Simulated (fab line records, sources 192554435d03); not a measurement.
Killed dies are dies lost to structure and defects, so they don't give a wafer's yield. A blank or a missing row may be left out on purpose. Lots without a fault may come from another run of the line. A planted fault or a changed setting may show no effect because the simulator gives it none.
Tool commonality check | flow n5_finfet | 12 lots, 34 wafers sampled

WHY IT WAS OPENED
At N5_BEOL_M7_INSPECT_13 the reading raw_defect_count is flagged on 2 of 12 lots. Wafers without a fault read 428, standard deviation 110.
Rule: a lot is flagged when every wafer of it that has a number lies more than 4 standard deviations from that mean, or none has a number. The other lots count as sound.

lot  | measured     | on                | raw_defect_count, wafer by wafer | flag
L549 | day 9 08:58  | defect_inspect-02 | 389 311                          |
L550 | day 10 07:01 | defect_inspect-02 | 650 583 616                      |
L552 | day 10 07:05 | defect_inspect-02 | 361 309 395                      |
L555 | day 10 15:10 | defect_inspect-01 | 395 337 465                      |
L554 | day 10 15:49 | defect_inspect-01 | 447 269 466                      |
L556 | day 11 08:21 | defect_inspect-02 | 505 463 657                      |
L560 | day 12 04:03 | defect_inspect-02 | 471 438 288                      |
L562 | day 12 17:35 | defect_inspect-02 | 480 547 603                      |
L564 | day 13 03:16 | defect_inspect-02 | 529 456                          |
L566 | day 13 07:25 | defect_inspect-01 | 1113 1110 1055                   | FLAGGED
L570 | day 14 05:43 | defect_inspect-01 | 988 1000 1102                    | FLAGGED
L572 | day 15 00:46 | defect_inspect-01 | 323 284 252                      |
The numbers of the flagged lots are 1061 on average: +633 against the usual, or +6 standard deviations.

WHICH TOOL RAN EACH LOT
The record holds 2 process steps before the reading, out of a route of 1938 steps. In each cell: the tool, then ch and the chambers that the sampled wafers went through, then the start.
lot  | flag    | N5_BEOL_M6_SURFACE_TREAT_79  | N5_BEOL_M7_PECVD_70
L549 |         | pvd_sputter-03, day 9 05:41  | pecvd-04 ch 0,2, day 9 07:58
L550 |         | pvd_sputter-01, day 9 22:26  | pecvd-03 ch 0,1, day 10 00:32
L552 |         | pvd_sputter-02, day 9 22:58  | pecvd-02 ch 0,1, day 10 00:57
L555 |         | pvd_sputter-03, day 10 10:28 | pecvd-03 ch 0,2, day 10 12:35
L554 |         | pvd_sputter-03, day 10 10:31 | pecvd-03 ch 0,1,2, day 10 13:26
L556 |         | pvd_sputter-02, day 11 04:19 | pecvd-02 ch 0,1,2, day 11 07:14
L560 |         | pvd_sputter-01, day 11 23:51 | pecvd-03 ch 1, day 12 02:29
L562 |         | pvd_sputter-02, day 12 14:29 | pecvd-04 ch 0,1,2, day 12 16:52
L564 |         | pvd_sputter-01, day 12 23:08 | pecvd-03 ch 0,1, day 13 01:15
L566 | FLAGGED | pvd_sputter-03, day 13 04:32 | pecvd-02 ch 0,2, day 13 06:29
L570 | FLAGGED | pvd_sputter-03, day 14 02:53 | pecvd-02 ch 1,2, day 14 04:49
L572 |         | pvd_sputter-02, day 14 20:06 | pecvd-03 ch 0,1,2, day 14 21:59
What these steps do:
- N5_BEOL_M6_SURFACE_TREAT_79
- N5_BEOL_M7_PECVD_70: deposits SiO2 from TEOS/O2, target thk 20 nm, time 22.7 s.
- N5_BEOL_M7_INSPECT_13: inspects for defects (brightfield).

FLAGGED OVER TOTAL, TOOL BY TOOL (the gauges that took the reading come last)
step                        | tool              | lots run | flagged | share of the flagged lots | sound lots run after its first flagged lot
N5_BEOL_M6_SURFACE_TREAT_79 | pvd_sputter-01    | 3        | 0       | none                      | -
N5_BEOL_M6_SURFACE_TREAT_79 | pvd_sputter-02    | 4        | 0       | none                      | -
N5_BEOL_M6_SURFACE_TREAT_79 | pvd_sputter-03    | 5        | 2       | all                       | 0
N5_BEOL_M7_PECVD_70         | pecvd-02          | 4        | 2       | all                       | 0
N5_BEOL_M7_PECVD_70         | pecvd-03          | 6        | 0       | none                      | -
N5_BEOL_M7_PECVD_70         | pecvd-04          | 2        | 0       | none                      | -
N5_BEOL_M7_INSPECT_13       | defect_inspect-01 | 5        | 2       | all                       | 1 (L572)
N5_BEOL_M7_INSPECT_13       | defect_inspect-02 | 7        | 0       | none                      | -

WHAT THE TABLE ALLOWS
3 rows of the table ran every flagged lot: pvd_sputter-03 at N5_BEOL_M6_SURFACE_TREAT_79, pecvd-02 at N5_BEOL_M7_PECVD_70, defect_inspect-01 at N5_BEOL_M7_INSPECT_13.
- pvd_sputter-03 at N5_BEOL_M6_SURFACE_TREAT_79: 2 of its 5 lots flagged. Its last sound lot is L554 (day 10 10:31), its first flagged lot L566 (day 13 04:32): a fault that began between those two fits.
- pecvd-02 at N5_BEOL_M7_PECVD_70: 2 of its 4 lots flagged. Its last sound lot is L556 (day 11 07:14), its first flagged lot L566 (day 13 06:29): a fault that began between those two fits.
- defect_inspect-01 at N5_BEOL_M7_INSPECT_13: 2 of its 5 lots flagged. Sound lots ran on it after the first flagged one (L572), which a lasting fault on the whole tool wouldn't allow.
Counting lots can't tell these 2 tools apart, because each fits a fault that began at some hour. More lots, or a look at what each step does to the wafer, might.

WHAT THE SIMULATOR HAD PUT IN
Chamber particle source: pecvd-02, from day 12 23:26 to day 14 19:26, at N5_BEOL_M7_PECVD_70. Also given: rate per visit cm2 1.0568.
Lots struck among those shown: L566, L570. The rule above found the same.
